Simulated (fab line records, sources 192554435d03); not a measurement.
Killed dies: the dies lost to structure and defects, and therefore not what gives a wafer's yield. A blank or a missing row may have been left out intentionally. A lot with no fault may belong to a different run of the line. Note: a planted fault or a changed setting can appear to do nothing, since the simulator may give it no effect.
Check for tools in common || flow n5-finfet || 21 wafers sampled across 7 lots

## WHY THIS WAS OPENED
On 2 of the 7 lots, a flag is raised at N5_FIN_CUT_INSPECT_10 on the reading raw-defect-count. No-fault wafers: 39, standard deviation 11.
Rule: flag the lot when none of its wafers has a number, or when each of its wafers that has one lies beyond 4 standard deviations from that mean. As for the other lots, they are considered sound.

{"lot": "L969", "measured": "day 2 15:54", "on": "defect-inspect-01", "raw-defect-count, wafer by wafer": "27 36 30", "flag": ""}
{"lot": "L972", "measured": "day 3 09:02", "on": "defect-inspect-01", "raw-defect-count, wafer by wafer": "239 267 264", "flag": "FLAGGED"}
{"lot": "L976", "measured": "day 4 09:44", "on": "defect-inspect-01", "raw-defect-count, wafer by wafer": "284 274 263", "flag": "FLAGGED"}
{"lot": "L979", "measured": "day 5 03:01", "on": "defect-inspect-02", "raw-defect-count, wafer by wafer": "45 21 43", "flag": ""}
{"lot": "L984", "measured": "day 6 08:59", "on": "defect-inspect-01", "raw-defect-count, wafer by wafer": "39 44 27", "flag": ""}
{"lot": "L988", "measured": "day 7 08:38", "on": "defect-inspect-02", "raw-defect-count, wafer by wafer": "42 25 30", "flag": ""}
{"lot": "L989", "measured": "day 7 14:58", "on": "defect-inspect-02", "raw-defect-count, wafer by wafer": "31 34 35", "flag": ""}
On average the flagged lots' numbers are 265, which is +226 against the usual, or +21 standard deviations.

## EACH LOT AND THE TOOL IT RAN ON
Before the reading, the record contains 4 process steps out of a 1938-step route. In each cell: the tool, then ch and the chambers that the sampled wafers went through, then the start.
{"lot": "L969", "flag": "", "N5_FIN_SAQP_ETCH_57": "rie-diel-01 ch 0,2,3, day 2 13:02", "N5_FIN_SAQP_ETCH_69": "rie-diel-06 ch 2,3, day 2 13:42", "N5_FIN_SAQP_ETCH_67": "rie-diel-06 ch 2,3, day 2 13:47", "N5_FIN_SAQP_STRIP_70": "rie-diel-06 ch 2,3, day 2 13:51"}
{"lot": "L972", "flag": "FLAGGED", "N5_FIN_SAQP_ETCH_57": "rie-diel-06 ch 2,3, day 3 06:16", "N5_FIN_SAQP_ETCH_69": "rie-diel-06 ch 0,3, day 3 06:56", "N5_FIN_SAQP_ETCH_67": "rie-diel-06 ch 0,3, day 3 06:59", "N5_FIN_SAQP_STRIP_70": "rie-diel-06 ch 0,3, day 3 07:02"}
{"lot": "L976", "flag": "FLAGGED", "N5_FIN_SAQP_ETCH_57": "rie-diel-01 ch 0,2,3, day 4 07:04", "N5_FIN_SAQP_ETCH_69": "rie-diel-06 ch 0,1,2, day 4 07:49", "N5_FIN_SAQP_ETCH_67": "rie-diel-06 ch 0,1,2, day 4 07:52", "N5_FIN_SAQP_STRIP_70": "rie-diel-06 ch 0,1,2, day 4 07:55"}
{"lot": "L979", "flag": "", "N5_FIN_SAQP_ETCH_57": "rie-diel-06 ch 0,1,2, day 5 00:32", "N5_FIN_SAQP_ETCH_69": "rie-diel-05 ch 0,1,2, day 5 01:13", "N5_FIN_SAQP_ETCH_67": "rie-diel-05 ch 0,1,2, day 5 01:16", "N5_FIN_SAQP_STRIP_70": "rie-diel-05 ch 0,1,2, day 5 01:19"}
{"lot": "L984", "flag": "", "N5_FIN_SAQP_ETCH_57": "rie-diel-06 ch 0,1,3, day 6 06:23", "N5_FIN_SAQP_ETCH_69": "rie-diel-05 ch 1,2,3, day 6 07:04", "N5_FIN_SAQP_ETCH_67": "rie-diel-05 ch 1,2,3, day 6 07:07", "N5_FIN_SAQP_STRIP_70": "rie-diel-05 ch 1,2,3, day 6 07:10"}
{"lot": "L988", "flag": "", "N5_FIN_SAQP_ETCH_57": "rie-diel-05 ch 0,2,3, day 7 05:59", "N5_FIN_SAQP_ETCH_69": "rie-diel-01 ch 0,2, day 7 06:43", "N5_FIN_SAQP_ETCH_67": "rie-diel-01 ch 0,2, day 7 06:47", "N5_FIN_SAQP_STRIP_70": "rie-diel-01 ch 0,2, day 7 06:49"}
{"lot": "L989", "flag": "", "N5_FIN_SAQP_ETCH_57": "rie-diel-01 ch 0,1,2, day 7 12:32", "N5_FIN_SAQP_ETCH_69": "rie-diel-06 ch 2,3, day 7 13:10", "N5_FIN_SAQP_ETCH_67": "rie-diel-06 ch 2,3, day 7 13:13", "N5_FIN_SAQP_STRIP_70": "rie-diel-06 ch 2,3, day 7 13:16"}
These steps, and what they do:
- N5_FIN_SAQP_ETCH_57: etches SiNx in CH3F/O2, target depth 32.5 nm, time 46.4 s.
- N5_FIN_SAQP_ETCH_69: etches SOC in N2/H2, stops on SiNx, target depth 150 nm.
- N5_FIN_SAQP_ETCH_67: etches SiNx in CH3F/O2, target depth 30 nm.
- N5_FIN_SAQP_STRIP_70: strips in N2/H2.
- N5_FIN_CUT_INSPECT_10: inspects for defects (brightfield).

## FLAGGED AGAINST TOTAL, ONE TOOL AT A TIME (gauges that did the reading follow at the end)
{"step": "N5_FIN_SAQP_ETCH_57", "tool": "rie-diel-01", "lots run": 3, "flagged": 1, "share of the flagged lots": "some", "sound lots run after its first flagged lot": "1 (L989)"}
{"step": "N5_FIN_SAQP_ETCH_57", "tool": "rie-diel-05", "lots run": 1, "flagged": 0, "share of the flagged lots": "none", "sound lots run after its first flagged lot": "-"}
{"step": "N5_FIN_SAQP_ETCH_57", "tool": "rie-diel-06", "lots run": 3, "flagged": 1, "share of the flagged lots": "some", "sound lots run after its first flagged lot": "2 (L979,L984)"}
{"step": "N5_FIN_SAQP_ETCH_69", "tool": "rie-diel-01", "lots run": 1, "flagged": 0, "share of the flagged lots": "none", "sound lots run after its first flagged lot": "-"}
{"step": "N5_FIN_SAQP_ETCH_69", "tool": "rie-diel-05", "lots run": 2, "flagged": 0, "share of the flagged lots": "none", "sound lots run after its first flagged lot": "-"}
{"step": "N5_FIN_SAQP_ETCH_69", "tool": "rie-diel-06", "lots run": 4, "flagged": 2, "share of the flagged lots": "all", "sound lots run after its first flagged lot": "1 (L989)"}
{"step": "N5_FIN_SAQP_ETCH_67", "tool": "rie-diel-01", "lots run": 1, "flagged": 0, "share of the flagged lots": "none", "sound lots run after its first flagged lot": "-"}
{"step": "N5_FIN_SAQP_ETCH_67", "tool": "rie-diel-05", "lots run": 2, "flagged": 0, "share of the flagged lots": "none", "sound lots run after its first flagged lot": "-"}
{"step": "N5_FIN_SAQP_ETCH_67", "tool": "rie-diel-06", "lots run": 4, "flagged": 2, "share of the flagged lots": "all", "sound lots run after its first flagged lot": "1 (L989)"}
{"step": "N5_FIN_SAQP_STRIP_70", "tool": "rie-diel-01", "lots run": 1, "flagged": 0, "share of the flagged lots": "none", "sound lots run after its first flagged lot": "-"}
{"step": "N5_FIN_SAQP_STRIP_70", "tool": "rie-diel-05", "lots run": 2, "flagged": 0, "share of the flagged lots": "none", "sound lots run after its first flagged lot": "-"}
{"step": "N5_FIN_SAQP_STRIP_70", "tool": "rie-diel-06", "lots run": 4, "flagged": 2, "share of the flagged lots": "all", "sound lots run after its first flagged lot": "1 (L989)"}
{"step": "N5_FIN_CUT_INSPECT_10", "tool": "defect-inspect-01", "lots run": 4, "flagged": 2, "share of the flagged lots": "all", "sound lots run after its first flagged lot": "1 (L984)"}
{"step": "N5_FIN_CUT_INSPECT_10", "tool": "defect-inspect-02", "lots run": 3, "flagged": 0, "share of the flagged lots": "none", "sound lots run after its first flagged lot": "-"}

## WHAT THE TABLE ALLOWS
4 rows of the table ran every flagged lot: rie-diel-06 at N5_FIN_SAQP_ETCH_69, rie-diel-06 at N5_FIN_SAQP_ETCH_67, rie-diel-06 at N5_FIN_SAQP_STRIP_70, defect-inspect-01 at N5_FIN_CUT_INSPECT_10.
- rie-diel-06 at N5_FIN_SAQP_ETCH_69: 2 of its 4 lots flagged. Sound lots followed the first flagged one (L989) on it, something a lasting fault affecting the whole tool could not allow.
- rie-diel-06 at N5_FIN_SAQP_ETCH_67: 2 of its 4 lots flagged. Sound lots followed the first flagged one (L989) on it, something a lasting fault affecting the whole tool could not allow.
- rie-diel-06 at N5_FIN_SAQP_STRIP_70: 2 of its 4 lots flagged. Sound lots followed the first flagged one (L989) on it, something a lasting fault affecting the whole tool could not allow.
- defect-inspect-01 at N5_FIN_CUT_INSPECT_10: 2 of its 4 lots flagged. Sound lots followed the first flagged one (L984) on it, something a lasting fault affecting the whole tool could not allow.
No row of the table ran every flagged lot and no sound lot after the first.

## WHAT THE SIMULATOR PUT IN
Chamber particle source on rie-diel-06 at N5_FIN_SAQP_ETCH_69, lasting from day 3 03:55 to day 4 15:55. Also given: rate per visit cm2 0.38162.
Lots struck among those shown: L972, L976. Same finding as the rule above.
